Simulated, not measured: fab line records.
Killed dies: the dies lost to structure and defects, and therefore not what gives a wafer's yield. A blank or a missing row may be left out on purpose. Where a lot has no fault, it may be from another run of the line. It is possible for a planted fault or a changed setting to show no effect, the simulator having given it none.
A sampling plan put to the test / flow nand_harc / 17 faults told of in these records, all on one fab line, each judged by the records of the lots it struck
What counts as the plan is the set of the line's own looks, namely the steps on the route at which a gauge or an inspection reads a wafer and does not change it. A look is open to judgement when struck wafers have a number at it and the file gives its usual mean and standard deviation on fault-free wafers. Caught: a look later than the fault's first step finds the struck wafers' mean 4 or more of those standard deviations (sigma) from the usual mean. On the tool: the test repeated on the tool's own readings taken at the fault's steps. It also counts as caught if the struck wafers ran another recipe or if their record alone is blank.

## THE FAULTS, as the simulator had put them in
1. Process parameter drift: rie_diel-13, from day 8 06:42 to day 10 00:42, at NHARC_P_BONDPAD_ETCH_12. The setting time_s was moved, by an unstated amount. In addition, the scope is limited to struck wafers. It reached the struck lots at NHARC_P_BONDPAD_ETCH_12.
2. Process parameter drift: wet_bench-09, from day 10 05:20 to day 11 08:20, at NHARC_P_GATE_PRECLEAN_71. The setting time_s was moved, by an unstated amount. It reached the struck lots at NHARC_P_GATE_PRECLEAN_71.
3. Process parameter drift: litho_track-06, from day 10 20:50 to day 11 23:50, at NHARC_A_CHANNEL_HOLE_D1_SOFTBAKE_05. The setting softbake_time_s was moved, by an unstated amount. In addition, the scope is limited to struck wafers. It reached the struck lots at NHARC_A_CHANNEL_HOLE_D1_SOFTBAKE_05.
4. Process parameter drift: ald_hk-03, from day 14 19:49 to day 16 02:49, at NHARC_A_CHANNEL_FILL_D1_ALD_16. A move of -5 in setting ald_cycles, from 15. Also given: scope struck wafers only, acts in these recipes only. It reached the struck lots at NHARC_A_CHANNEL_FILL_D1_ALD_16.
5. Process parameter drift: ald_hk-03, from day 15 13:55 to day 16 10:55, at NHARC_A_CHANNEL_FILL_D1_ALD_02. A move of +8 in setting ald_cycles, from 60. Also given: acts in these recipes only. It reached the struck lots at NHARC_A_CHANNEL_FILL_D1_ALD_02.
6. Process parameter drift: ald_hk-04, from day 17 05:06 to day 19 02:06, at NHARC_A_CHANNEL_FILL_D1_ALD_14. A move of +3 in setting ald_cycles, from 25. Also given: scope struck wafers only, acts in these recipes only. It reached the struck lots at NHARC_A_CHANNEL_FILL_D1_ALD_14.
7. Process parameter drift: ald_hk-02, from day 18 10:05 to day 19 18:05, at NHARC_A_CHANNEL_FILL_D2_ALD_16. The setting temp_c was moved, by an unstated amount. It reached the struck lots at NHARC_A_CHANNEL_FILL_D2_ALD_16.
8. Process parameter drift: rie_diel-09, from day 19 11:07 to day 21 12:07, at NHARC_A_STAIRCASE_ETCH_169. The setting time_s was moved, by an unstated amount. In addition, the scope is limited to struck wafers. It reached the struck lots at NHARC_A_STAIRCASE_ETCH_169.
9. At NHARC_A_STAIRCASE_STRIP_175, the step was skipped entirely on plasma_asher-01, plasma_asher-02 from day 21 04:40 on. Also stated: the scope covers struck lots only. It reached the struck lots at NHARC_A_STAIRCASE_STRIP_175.
10. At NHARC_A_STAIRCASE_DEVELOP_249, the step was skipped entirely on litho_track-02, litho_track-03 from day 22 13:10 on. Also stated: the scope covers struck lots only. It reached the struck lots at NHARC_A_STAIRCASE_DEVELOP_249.
11. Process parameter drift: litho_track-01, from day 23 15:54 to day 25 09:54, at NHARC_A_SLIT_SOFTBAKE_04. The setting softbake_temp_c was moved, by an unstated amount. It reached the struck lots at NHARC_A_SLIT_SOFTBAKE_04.
12. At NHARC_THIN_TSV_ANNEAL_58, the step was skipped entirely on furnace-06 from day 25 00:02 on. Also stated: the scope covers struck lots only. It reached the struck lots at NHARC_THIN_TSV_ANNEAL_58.
13. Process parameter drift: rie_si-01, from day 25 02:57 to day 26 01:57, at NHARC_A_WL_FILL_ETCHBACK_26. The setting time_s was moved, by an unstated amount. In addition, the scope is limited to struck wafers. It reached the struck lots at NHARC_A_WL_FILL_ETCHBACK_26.
14. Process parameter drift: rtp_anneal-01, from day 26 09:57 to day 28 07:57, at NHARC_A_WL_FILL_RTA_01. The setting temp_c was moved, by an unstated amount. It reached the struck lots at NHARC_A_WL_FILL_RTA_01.
15. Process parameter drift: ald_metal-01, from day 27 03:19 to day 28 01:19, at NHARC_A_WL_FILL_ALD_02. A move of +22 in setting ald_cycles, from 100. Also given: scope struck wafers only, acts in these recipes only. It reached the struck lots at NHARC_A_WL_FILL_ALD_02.
16. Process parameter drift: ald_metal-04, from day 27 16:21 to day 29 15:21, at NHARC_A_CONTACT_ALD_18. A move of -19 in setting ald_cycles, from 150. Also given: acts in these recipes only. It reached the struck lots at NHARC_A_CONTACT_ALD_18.
17. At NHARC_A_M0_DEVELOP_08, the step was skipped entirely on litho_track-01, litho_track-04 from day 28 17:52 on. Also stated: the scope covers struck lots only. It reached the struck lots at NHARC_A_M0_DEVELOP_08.

## WHAT THE PLAN SAW
fault=1; on the tool itself=run_length_s +37 sigma; first look that catches it=none of the 2 looks that can be judged after it; reading, sigma=-; median hours from its first step to that look=-; hours from the fault's start to the first struck lot there=-; judged looks passed uncaught=2
fault=2; on the tool itself=under 2 sigma; first look that catches it=no look after it can be judged; reading, sigma=-; median hours from its first step to that look=-; hours from the fault's start to the first struck lot there=-; judged looks passed uncaught=0
fault=3; on the tool itself=heater_power_total_W +99 or beyond sigma; first look that catches it=not the one look that can be judged after it; reading, sigma=strongest: killed_at_periphery at NHARC_END_SORT_01, +2.1; median hours from its first step to that look=-; hours from the fault's start to the first struck lot there=-; judged looks passed uncaught=1
fault=4; on the tool itself=under 2 sigma; first look that catches it=no look after it can be judged; reading, sigma=-; median hours from its first step to that look=-; hours from the fault's start to the first struck lot there=-; judged looks passed uncaught=0
fault=5; on the tool itself=under 2 sigma; first look that catches it=not the one look that can be judged after it; reading, sigma=-; median hours from its first step to that look=-; hours from the fault's start to the first struck lot there=-; judged looks passed uncaught=1
fault=6; on the tool itself=under 2 sigma; first look that catches it=no look after it can be judged; reading, sigma=-; median hours from its first step to that look=-; hours from the fault's start to the first struck lot there=-; judged looks passed uncaught=0
fault=7; on the tool itself=susceptor_temp_C -15 sigma; first look that catches it=not the one look that can be judged after it; reading, sigma=-; median hours from its first step to that look=-; hours from the fault's start to the first struck lot there=-; judged looks passed uncaught=1
fault=8; on the tool itself=run_length_s +35 sigma; first look that catches it=no look after it can be judged; reading, sigma=-; median hours from its first step to that look=-; hours from the fault's start to the first struck lot there=-; judged looks passed uncaught=0
fault=9; on the tool itself=the tool's record is blank for the struck wafers; first look that catches it=no look after it can be judged; reading, sigma=-; median hours from its first step to that look=-; hours from the fault's start to the first struck lot there=-; judged looks passed uncaught=0
fault=10; on the tool itself=the tool's record is blank for the struck wafers; first look that catches it=no look after it can be judged; reading, sigma=-; median hours from its first step to that look=-; hours from the fault's start to the first struck lot there=-; judged looks passed uncaught=0
fault=11; on the tool itself=heater_power_total_W -23 sigma; first look that catches it=no look after it can be judged; reading, sigma=-; median hours from its first step to that look=-; hours from the fault's start to the first struck lot there=-; judged looks passed uncaught=0
fault=12; on the tool itself=the tool's record is blank for the struck wafers; first look that catches it=not the one look that can be judged after it; reading, sigma=-; median hours from its first step to that look=-; hours from the fault's start to the first struck lot there=-; judged looks passed uncaught=1
fault=13; on the tool itself=run_length_s -9.3 sigma; first look that catches it=not the one look that can be judged after it; reading, sigma=-; median hours from its first step to that look=-; hours from the fault's start to the first struck lot there=-; judged looks passed uncaught=1
fault=14; on the tool itself=wafer_temp_C_max -45 sigma; first look that catches it=no look after it can be judged; reading, sigma=-; median hours from its first step to that look=-; hours from the fault's start to the first struck lot there=-; judged looks passed uncaught=0
fault=15; on the tool itself=under 2 sigma; first look that catches it=not the one look that can be judged after it; reading, sigma=-; median hours from its first step to that look=-; hours from the fault's start to the first struck lot there=-; judged looks passed uncaught=1
fault=16; on the tool itself=under 2 sigma; first look that catches it=not the one look that can be judged after it; reading, sigma=-; median hours from its first step to that look=-; hours from the fault's start to the first struck lot there=-; judged looks passed uncaught=1
fault=17; on the tool itself=the tool's record is blank for the struck wafers; first look that catches it=no look after it can be judged; reading, sigma=-; median hours from its first step to that look=-; hours from the fault's start to the first struck lot there=-; judged looks passed uncaught=0
A dash: the fault is not caught, or the number is missing from these records.

Caught at a look: 0 of 17. Caught on the tool: 11 of 17. By one or the other: 11 of 17.
On the tool alone, faults 1, 3, 7, 8, 9, 10, 11, 12, 13, 14, 17 were caught.
Caught by neither: faults 2, 4, 5, 6, 15, 16.
